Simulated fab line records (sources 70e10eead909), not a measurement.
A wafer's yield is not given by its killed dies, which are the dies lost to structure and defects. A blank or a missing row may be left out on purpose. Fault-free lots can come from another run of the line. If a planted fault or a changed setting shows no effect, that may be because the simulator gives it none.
fab line records	flow nandHarc	part 1 of 2: steps 1 to 41 of 42
[record] lots = 6	wafers = 18	lastDay = 24
route steps=1159 shown A_CONTACT@896 END@1159
lots that met no fault: taken from a fault-free run of the same line
startH: the number of hours between the record's first day and the start of the first shown wafer of the lot	waitH: time in hours since the lot's previous step	" same as the row above	L1.1+2: a row that stands for several wafers	- no value, or no start was given	* or withheld: withheld	< > ~ a bound
route shown NAME@n: names a module that has steps shown in the file, with the first one's number in the route	usual: the fault-free wafers' mean and standard deviation	same: alike in all rows	chamber/n: place in a boat	sites: each site's reading	_std_site: the standard deviation of these	_edge_site: inner sites' mean taken away from outer sites' mean	radiusMm: for every site, how far away it sits from the centre of the wafer	mask NAME#n: copy n	behind: tool/chamber where the wafer was last shaped	hold: why the lot was held/for how many hours/how that ended	device: the n, p or np transistor that did not switch	end of line: the route-end tests of the same wafers	a step with no rows: only its recipe	killed: dies that structure and defects cost at the first sort, which is not the same as the wafer's yield	map: a wafer's dies, x killed, . not, _ none there
set.NAME: the setting as run; set.NAME@STEP: as run at that earlier step	model.NAME: the simulator's own value behind a step, which no gauge read
certain route steps with their lots: each step a table, each wafer a row
services: from which hour (startH, from the record's first day; less than 0 if before it) a tool's chamber was out of use, for how many hours, and why
[[steps]]
[step NHARC_A_CONTACT_CD_MEAS_69]
[recipe] targetCdNm = 200	landingEnergyEv = 500
[usual] cdNm = 200.1/0.67
lot.wafer	tool	chamber	startH	waitH	cdNm
L125.1	cdSem-02	0	377.40	-	200.1
L125.4	"	0	"	"	201.0
L125.6	"	0	"	"	201.6
L126.1	cdSem-03	0	382.62	-	199.6
L126.5	"	0	"	"	200.3
L126.6	"	0	"	"	199.5
L131.1	cdSem-02	0	426.73	-	200.7
L131.2	"	0	"	"	199.4
L131.3	"	0	"	"	200.6
L138.1	cdSem-03	0	448.39	-	200.9
L138.2	"	0	"	"	200.6
L138.3	"	0	"	"	200.6
L145.1	cdSem-01	0	485.21	-	199.0
L145.2	"	0	"	"	200.6
L145.3	"	0	"	"	200.3
L148.2	cdSem-01	0	515.51	-	200.3
L148.4	"	0	"	"	201.1
L148.5	"	0	"	"	199.4
[step NHARC_A_CONTACT_OVL_MEAS_70]
[usual] overlayXNm = -0.2/0.92	overlayYNm = 0.1/0.84
lot.wafer	tool	chamber	startH	waitH	overlayXNm	overlayYNm
L125.1	overlay-01	-	377.51	-	-2.3	0.3
L125.4	"	-	"	"	-2.7	0.0
L125.6	"	-	"	"	-2.5	0.2
L126.1	overlay-02	-	382.70	-	0.1	-0.3
L126.5	"	-	"	"	0.2	0.2
L126.6	"	-	"	"	0.1	-0.1
L131.1	overlay-01	-	426.82	-	0.4	-0.4
L131.2	"	-	"	"	1.0	0.0
L131.3	"	-	"	"	1.0	0.2
L138.1	overlay-02	-	448.48	-	-0.2	-0.3
L138.2	"	-	"	"	-0.3	0.2
L138.3	"	-	"	"	0.3	-0.4
L145.1	overlay-02	-	485.30	-	-0.4	1.3
L145.2	"	-	"	"	0.0	1.4
L145.3	"	-	"	"	-0.6	0.6
L148.2	overlay-02	-	515.59	-	0.1	0.0
L148.4	"	-	"	"	0.0	0.3
L148.5	"	-	"	"	-0.6	-0.2
[step NHARC_A_CONTACT_INSPECT_71]
[usual] rawDefectCount = 27/13
lot.wafer	tool	chamber	startH	waitH	rawDefectCount
L125.1	defectInspect-01	-	377.54	0.0	22
L125.4	"	-	"	"	23
L125.6	"	-	"	"	11
L126.1	defectInspect-01	-	382.76	0.1	23
L126.5	"	-	"	"	27
L126.6	"	-	"	"	26
L131.1	defectInspect-02	-	426.85	0.0	9
L131.2	"	-	"	"	12
L131.3	"	-	"	"	10
L138.1	defectInspect-01	-	448.52	0.0	33
L138.2	"	-	"	"	42
L138.3	"	-	"	"	31
L145.1	defectInspect-01	-	485.34	0.0	34
L145.2	"	-	"	"	28
L145.3	"	-	"	"	26
L148.2	defectInspect-02	-	515.63	0.0	40
L148.4	"	-	"	"	34
L148.5	"	-	"	"	25
[step NHARC_A_CONTACT_DESCUM_74]
[recipe] timeS = 3	o2FlowSccm = 200	arFlowSccm = 0	biasPowerW = 0	chemistry = O2
[step NHARC_A_CONTACT_ETCH_75]
[recipe] targetDepthA = 390	overEtchFrac = 0.3	timeS = 65	ionEnergyEv = 80	cf4FlowSccm = 150	arFlowSccm = 0	rfW = 300	biasW = 100	chemistry = CF4
[step NHARC_A_CONTACT_ETCH_76]
[recipe] targetDepthA = 2600	overEtchFrac = 0.3	timeS = 475.3	ionEnergyEv = 200	n2FlowSccm = 150	h2FlowSccm = 150	arFlowSccm = 0	rfW = 400	biasW = 150	chemistry = N2/H2
[usual] drypumpMotorCurrentA = 5.9/0.6	oesProductAu = 0.999/0.017	rfVppV = 430.5/2.8	showerheadPlenumPTorr = 2.04/0.1	throttleValvePct = 14.171/0.0089
lot.wafer	tool	chamber	startH	waitH	drypumpMotorCurrentA	oesProductAu	rfHoursCounterH	rfVppV	showerheadPlenumPTorr	throttleValvePct
L125.4	rieDiel-12	3	-	-	6.0	1.017	60	425.4	1.90	14.179
L125.1	"	1	"	"	6.1	1.003	53	427.8	1.96	14.180
L125.6	"	3	"	"	6.0	1.020	-	426.5	1.90	14.161
L126.1	rieDiel-11	1	-	-	6.6	0.997	2	431.4	2.05	14.160
L126.5	"	1	"	"	6.6	1.005	-	430.9	2.05	14.159
L126.6	"	2	"	"	4.8	0.984	-	428.4	1.97	14.168
L131.3	rieDiel-13	3	-	-	6.3	1.017	59	432.4	2.11	14.172
L131.1	"	1	"	"	5.3	1.002	54	433.6	2.11	14.155
L131.2	"	2	"	"	6.4	1.016	53	425.0	1.88	14.187
L138.2	rieDiel-12	3	-	-	6.0	0.987	20	425.9	1.89	14.188
L138.1	"	0	"	"	5.1	1.020	21	434.8	2.19	14.159
L138.3	"	2	"	"	6.2	0.998	19	426.7	1.89	14.170
L145.3	rieDiel-11	0	-	-	6.0	0.983	23	433.2	2.16	14.164
L145.2	"	1	"	"	6.6	0.992	24	429.5	2.04	14.179
L145.1	"	3	"	"	6.3	1.016	22	427.9	1.98	14.174
L148.2	rieDiel-11	1	-	-	6.6	0.997	29	432.2	2.04	14.155
L148.4	"	2	"	"	4.8	0.984	27	428.2	1.96	14.169
L148.5	"	0	"	"	5.9	0.987	-	433.9	2.15	14.174
[step NHARC_A_CONTACT_ETCH_77]
[recipe] targetDepthA = 726	timeS = 36.3	cf4FlowSccm = 100	chf3FlowSccm = 30	arFlowSccm = 0	rfW = 500	biasW = 200	chemistry = CF4/CHF3
[usual] drypumpMotorCurrentA = 5.9/0.62	oesProductAu = 0.939/0.024	rfVppV = 370.6/2.5	showerheadPlenumPTorr = 1.57/0.071	throttleValvePct = 16.803/0.0097
lot.wafer	tool	chamber	startH	waitH	drypumpMotorCurrentA	oesProductAu	rfHoursCounterH	rfVppV	showerheadPlenumPTorr	throttleValvePct
L125.1	rieDiel-12	2	-	-	6.2	0.950	61	368.0	1.47	16.814
L125.4	"	3	"	"	6.0	0.957	61	367.4	1.47	16.809
L125.6	"	0	"	"	5.1	0.956	-	373.3	1.68	16.816
L126.1	rieDiel-11	1	-	-	6.6	0.919	2	372.4	1.58	16.811
L126.5	"	3	"	"	6.3	0.947	-	370.8	1.54	16.808
L126.6	"	0	"	"	6.0	0.911	-	374.4	1.66	16.811
L131.2	rieDiel-13	2	-	-	6.5	0.947	54	366.3	1.46	16.794
L131.1	"	0	"	"	5.4	0.951	60	373.7	1.67	16.795
L131.3	"	1	"	"	5.3	0.937	54	371.5	1.62	16.799
L138.3	rieDiel-12	2	-	-	6.2	0.949	19	367.0	1.47	16.813
L138.2	"	3	"	"	6.0	0.935	21	367.5	1.47	16.805
L138.1	"	0	"	"	5.2	0.966	21	373.9	1.68	16.799
L145.3	rieDiel-11	2	-	-	4.8	0.937	23	370.4	1.52	16.803
L145.1	"	3	"	"	6.3	0.965	22	370.0	1.53	16.811
L145.2	"	1	"	"	6.6	0.937	24	369.1	1.58	16.803
L148.4	rieDiel-11	2	-	-	4.8	0.911	27	369.5	1.52	16.792
L148.2	"	3	"	"	6.3	0.940	28	369.9	1.53	16.786
L148.5	"	2	"	"	4.8	0.905	-	368.1	1.52	16.797
[step NHARC_A_CONTACT_ETCH_78]
[recipe] targetDepthA = 28000	overEtchFrac = 0.3	timeS = 728	ionEnergyEv = 150	o2FlowSccm = 400	cosFlowSccm = 20	arFlowSccm = 0	rfW = 500	biasW = 300	chemistry = O2/COS
[usual] drypumpMotorCurrentA = 5.9/0.62	oesProductAu = 0.999/0.017	rfVppV = 314.2/2.1	showerheadPlenumPTorr = 3.12/0.14	throttleValvePct = 28.331/0.0099
lot.wafer	tool	chamber	startH	waitH	drypumpMotorCurrentA	oesProductAu	rfHoursCounterH	rfVppV	showerheadPlenumPTorr	throttleValvePct
L125.4	rieDiel-13	0	379.68	-	5.5	1.005	40	316.8	3.32	28.334
L125.1	"	1	"	"	5.3	1.007	35	316.1	3.23	28.330
L125.6	"	0	"	"	5.5	1.008	-	317.1	3.32	28.347
L126.1	rieDiel-11	1	-	-	6.6	0.993	2	314.6	3.14	28.324
L126.5	"	2	"	"	4.8	0.983	-	313.5	3.03	28.327
L126.6	"	3	"	"	6.3	1.010	-	312.0	3.05	28.328
L131.3	rieDiel-13	2	-	-	6.5	1.022	54	311.8	2.89	28.326
L131.2	"	3	"	"	6.3	1.017	59	317.1	3.22	28.329
L131.1	"	0	"	"	5.5	1.018	60	316.4	3.31	28.328
L138.2	rieDiel-12	3	-	-	6.0	0.993	21	311.2	2.91	28.333
L138.3	"	0	"	"	5.1	1.018	21	317.9	3.33	28.323
L138.1	"	2	"	"	6.2	1.009	20	309.5	2.91	28.336
L145.1	rieDiel-11	3	-	-	6.3	1.011	22	313.2	3.04	28.334
L145.2	"	0	"	"	5.9	0.981	24	317.1	3.29	28.321
L145.3	"	1	"	"	6.7	0.998	24	312.7	3.13	28.331
L148.2	rieDiel-11	2	-	-	4.8	0.976	27	312.9	3.02	28.333
L148.4	"	3	"	"	6.3	1.009	28	313.4	3.04	28.327
L148.5	"	0	"	"	5.9	0.977	-	315.7	3.28	28.342
[step NHARC_A_CONTACT_ETCH_124]
[recipe] sourceW = withheld	pressureMtorr = 20	biasV = withheld	timeS = 140	targetDepthA = 7000	arFlowSccm = withheld	c4f8FlowSccm = withheld	o2FlowSccm = withheld	chemistry = C4F8/O2/Ar
[step NHARC_A_CONTACT_ETCH_125]
[recipe] sourceW = withheld	pressureMtorr = 20	biasV = 1200	timeS = 155	targetDepthA = 9560	arFlowSccm = withheld	c4f8FlowSccm = withheld	o2FlowSccm = withheld	chemistry = C4F8/O2/Ar
[step NHARC_A_CONTACT_ETCH_126]
[recipe] sourceW = withheld	pressureMtorr = 20	biasV = 1200	timeS = 155	targetDepthA = 9560	arFlowSccm = withheld	c4f8FlowSccm = withheld	o2FlowSccm = withheld	chemistry = C4F8/O2/Ar
[step NHARC_A_CONTACT_ETCH_127]
[recipe] sourceW = withheld	pressureMtorr = 20	biasV = 1200	timeS = 155	targetDepthA = 9560	arFlowSccm = withheld	c4f8FlowSccm = withheld	o2FlowSccm = withheld	chemistry = C4F8/O2/Ar
lot.wafer	tool	chamber	startH	waitH	rfHoursCounterH
L125.1	harCapEtch-01	1	380.63	0.1	58
L125.4	"	0	"	"	-
L125.6	"	0	"	"	-
L126.1	harCapEtch-01	0	384.73	0.1	59
L126.5	"	0	"	"	-
L126.6	"	1	"	"	-
L131.1	harCapEtch-02	0	428.52	0.1	19
L131.2	"	1	"	"	19
L131.3	"	1	"	"	-
L138.1	harCapEtch-02	0	450.56	0.1	24
L138.2	"	1	"	"	24
L138.3	"	1	"	"	-
L145.2	harCapEtch-01	1	487.58	0.1	78
L145.1	"	0	"	"	78
L145.3	"	1	"	"	-
L148.2	harCapEtch-01	1	517.47	0.1	81
L148.4	"	1	"	"	-
L148.5	"	1	"	"	-
[step NHARC_A_CONTACT_ETCH_128]
[recipe] sourceW = withheld	pressureMtorr = 20	biasV = 1200	timeS = 155	targetDepthA = 9560	arFlowSccm = withheld	c4f8FlowSccm = withheld	o2FlowSccm = withheld	chemistry = C4F8/O2/Ar
lot.wafer	tool	chamber	startH	waitH	rfHoursCounterH
L125.1	harCapEtch-01	1	380.77	0.1	58
L125.4	"	0	"	"	-
L125.6	"	0	"	"	-
L126.1	harCapEtch-01	0	384.88	0.1	59
L126.5	"	0	"	"	-
L126.6	"	1	"	"	-
L131.1	harCapEtch-02	0	428.67	0.1	19
L131.2	"	1	"	"	19
L131.3	"	1	"	"	-
L138.1	harCapEtch-02	0	450.70	0.1	25
L138.2	"	1	"	"	25
L138.3	"	1	"	"	-
L145.2	harCapEtch-01	1	487.72	0.1	78
L145.1	"	0	"	"	78
L145.3	"	1	"	"	-
L148.2	harCapEtch-01	1	517.61	0.1	81
L148.4	"	1	"	"	-
L148.5	"	1	"	"	-
[step NHARC_A_CONTACT_ETCH_129]
[recipe] sourceW = withheld	pressureMtorr = 20	biasV = 1200	timeS = 155	targetDepthA = 9560	arFlowSccm = withheld	c4f8FlowSccm = withheld	o2FlowSccm = withheld	chemistry = C4F8/O2/Ar
[step NHARC_A_CONTACT_ETCH_130]
[recipe] sourceW = withheld	pressureMtorr = 20	biasV = 1200	timeS = 155	targetDepthA = 9560	arFlowSccm = withheld	c4f8FlowSccm = withheld	o2FlowSccm = withheld	chemistry = C4F8/O2/Ar
[step NHARC_A_CONTACT_ETCH_131]
[recipe] sourceW = withheld	pressureMtorr = 20	biasV = 1200	timeS = 155	targetDepthA = 9560	arFlowSccm = withheld	c4f8FlowSccm = withheld	o2FlowSccm = withheld	chemistry = C4F8/O2/Ar
[step NHARC_A_CONTACT_ETCH_132]
[recipe] sourceW = withheld	pressureMtorr = 20	biasV = 1200	timeS = 156	targetDepthA = 9580	arFlowSccm = withheld	c4f8FlowSccm = withheld	o2FlowSccm = withheld	chemistry = C4F8/O2/Ar
[step NHARC_A_CONTACT_ETCH_133]
[recipe] sourceW = withheld	pressureMtorr = 20	biasV = 400	timeS = 195	targetDepthA = 8400	arFlowSccm = withheld	c4f8FlowSccm = 11.5	o2FlowSccm = 7.2	chemistry = C4F8/O2/Ar
[step NHARC_A_CONTACT_ETCH_91]
[recipe] targetDepthA = 400	overEtchFrac = 0.5	timeS = 85.7	ionEnergyEv = 120	ch3fFlowSccm = 50	o2FlowSccm = 30	arFlowSccm = 200	rfW = 500	biasW = 100	chemistry = CH3F/O2
[usual] drypumpMotorCurrentA = 5.8/0.63	oesProductAu = 0.928/0.021	rfVppV = 244.4/1.8	showerheadPlenumPTorr = 2.46/0.11	throttleValvePct = 20.663/0.0091
lot.wafer	tool	chamber	startH	waitH	drypumpMotorCurrentA	oesProductAu	rfHoursCounterH	rfVppV	showerheadPlenumPTorr	throttleValvePct
L125.4	rieDiel-11	0	382.09	0.4	6.0	0.988	2	246.7	2.60	20.673
L125.1	"	1	"	"	6.6	0.997	1	243.8	2.47	20.668
L125.6	"	2	"	"	4.8	0.974	-	242.3	2.38	20.678
L126.1	rieDiel-11	2	386.17	0.5	4.8	0.894	3	243.7	2.38	20.658
L126.5	"	0	"	"	5.9	0.908	-	245.9	2.60	20.667
L126.6	"	1	"	"	6.6	0.913	-	245.4	2.47	20.668
L131.3	rieDiel-13	0	429.94	0.4	5.5	0.957	60	247.2	2.61	20.661
L131.1	"	2	"	"	6.5	0.954	54	241.5	2.27	20.664
L131.2	"	3	"	"	6.3	0.942	60	245.4	2.54	20.675
L138.3	rieDiel-11	0	451.99	0.4	5.9	0.904	15	245.7	2.59	20.667
L138.1	"	1	"	"	6.6	0.918	16	242.8	2.47	20.659
L138.2	"	2	"	"	4.8	0.905	15	243.6	2.38	20.663
L145.2	rieDiel-11	2	489.23	0.6	4.8	0.888	23	244.5	2.37	20.654
L145.3	"	3	"	"	6.3	0.926	23	244.8	2.39	20.663
L145.1	"	1	"	"	6.6	0.910	25	244.8	2.46	20.677
L148.2	rieDiel-12	2	518.90	0.5	6.2	0.917	48	242.2	2.27	20.665
L148.4	"	0	"	"	5.2	0.932	41	248.6	2.62	20.650
L148.5	"	2	"	"	6.2	0.911	-	241.3	2.28	20.669
[step NHARC_A_CONTACT_ETCH_97]
[recipe] targetDepthA = 200	overEtchFrac = 0.5	timeS = 10	ionEnergyEv = 250	c4f6FlowSccm = 25	o2FlowSccm = 20	arFlowSccm = 500	rfW = 600	biasW = 500	chemistry = C4F6/O2
[step NHARC_A_CONTACT_CD_MEAS_80]
[usual] cdNm = 189.9/0.88
lot.wafer	tool	chamber	startH	waitH	cdNm
L125.1	cdSem-02	-	382.28	-	189.9
L125.4	"	-	"	"	190.8
L125.6	"	-	"	"	192.0
L126.1	cdSem-02	-	386.37	-	190.8
L126.5	"	-	"	"	190.2
L126.6	"	-	"	"	190.7
L131.1	cdSem-01	-	430.16	-	190.5
L131.2	"	-	"	"	189.9
L131.3	"	-	"	"	190.4
L138.1	cdSem-01	-	452.22	-	189.7
L138.2	"	-	"	"	190.6
L138.3	"	-	"	"	189.1
L145.1	cdSem-02	-	489.46	-	189.6
L145.2	"	-	"	"	190.2
L145.3	"	-	"	"	189.7
L148.2	cdSem-02	-	519.11	-	188.9
L148.4	"	-	"	"	188.3
L148.5	"	-	"	"	188.6
[step NHARC_A_CONTACT_STRIP_103]
[recipe] n2FlowSccm = 150	h2FlowSccm = 150	arFlowSccm = 0	biasW = 0	chemistry = N2/H2
[step NHARC_A_CONTACT_STRIP_104]
[recipe] cf4FlowSccm = 100	chf3FlowSccm = 30	arFlowSccm = 0	biasW = 0	chemistry = CF4/CHF3
[step NHARC_A_CONTACT_STRIP_105]
[recipe] o2FlowSccm = 400	cosFlowSccm = 20	arFlowSccm = 0	biasW = 0	chemistry = O2/COS
[step NHARC_A_CONTACT_ETCH_106]
[recipe] targetDepthA = 600	overetchA = 60	timeS = 33	ionEnergyEv = 100	cf4FlowSccm = 80	o2FlowSccm = 20	arFlowSccm = 0	rfW = 300	biasW = 100	chemistry = CF4/O2
[step NHARC_A_CONTACT_STRIP_82]
[recipe] o2FlowSccm = 500	arFlowSccm = 0	biasW = 0	chemistry = O2
[step NHARC_A_CONTACT_STRIP_83]
[recipe] timeS = 600	tempC = 30	chemistry = postEtchResidueRemover
[step NHARC_A_CONTACT_DEP_84]
[recipe] targetThkA = 20000	tempC = 400	material = aC
[step NHARC_A_CONTACT_DEP_85]
[recipe] targetThkA = 500	targetThkNm = 50	tempC = 400	pressureTorr = 3.5	flowSccm = 200	rfW = 350	material = SiON
[step NHARC_A_CONTACT_DEHYDRATE_00]
[recipe] tempC = 150	timeS = 120
[step NHARC_A_CONTACT_HMDS_01]
[recipe] timeS = 30
[step NHARC_A_CONTACT_COAT_86]
[recipe] tempC = 260	timeS = 75
[step NHARC_A_CONTACT_COAT_87]
[recipe] tempC = 225	timeS = 65
[step NHARC_A_CONTACT_COAT_02]
[recipe] spinRpm = 1500	resistThkNm = 90
[step NHARC_A_CONTACT_SOFTBAKE_03]
[recipe] tempC = 105	timeS = 55
[step NHARC_A_CONTACT_EBR_04]
[step NHARC_A_CONTACT_EXPOSE_05]
[recipe] na = 1.35	sigmaOuter = 0.8	doseMj = 84.24	maskId = A_CC
[step NHARC_A_CONTACT_PEB_06]
[recipe] pebTempC = 100	pebTimeS = 65
[step NHARC_A_CONTACT_DEVELOP_07]
[recipe] developTimeS = 35	devTempC = 23
[step NHARC_A_CONTACT_CD_MEAS_08]
[recipe] targetCdNm = 100	landingEnergyEv = 500
[usual] cdNm = 100.4/0.66
lot.wafer	tool	chamber	startH	waitH	cdNm
L125.1	cdSem-03	0	385.33	-	99.9
L125.4	"	0	"	"	99.5
L125.6	"	0	"	"	99.8
L126.1	cdSem-01	0	389.46	-	100.6
L126.5	"	0	"	"	101.2
L126.6	"	0	"	"	100.0
L131.1	cdSem-02	0	438.43	-	99.7
L131.2	"	0	"	"	99.7
L131.3	"	0	"	"	100.0
L138.1	cdSem-01	0	455.37	-	100.4
L138.2	"	0	"	"	100.1
L138.3	"	0	"	"	100.8
L145.1	cdSem-02	0	493.70	-	101.3
L145.2	"	0	"	"	101.0
L145.3	"	0	"	"	100.5
L148.2	cdSem-03	0	524.05	-	100.8
L148.4	"	0	"	"	101.0
L148.5	"	0	"	"	101.8
[step NHARC_A_CONTACT_OVL_MEAS_09]
[usual] overlayXNm = 0.2/0.76	overlayYNm = -0.1/0.85
lot.wafer	tool	chamber	startH	waitH	overlayXNm	overlayYNm
L125.1	overlay-01	-	385.42	-	1.2	-0.2
L125.4	"	-	"	"	0.4	-0.2
L125.6	"	-	"	"	0.4	0.5
L126.1	overlay-02	-	389.55	-	-0.3	-0.3
L126.5	"	-	"	"	0.7	-0.2
L126.6	"	-	"	"	0.3	-0.8
L131.1	overlay-01	-	438.52	-	0.8	-0.1
L131.2	"	-	"	"	1.0	-0.4
L131.3	"	-	"	"	0.1	-1.2
L138.1	overlay-01	-	455.47	-	0.2	-0.2
L138.2	"	-	"	"	0.6	0.1
L138.3	"	-	"	"	1.1	0.0
L145.1	overlay-01	-	493.80	-	1.1	0.1
L145.2	"	-	"	"	0.8	0.2
L145.3	"	-	"	"	0.8	0.5
L148.2	overlay-02	-	524.13	-	-0.8	0.8
L148.4	"	-	"	"	-0.2	1.3
L148.5	"	-	"	"	-0.6	0.1
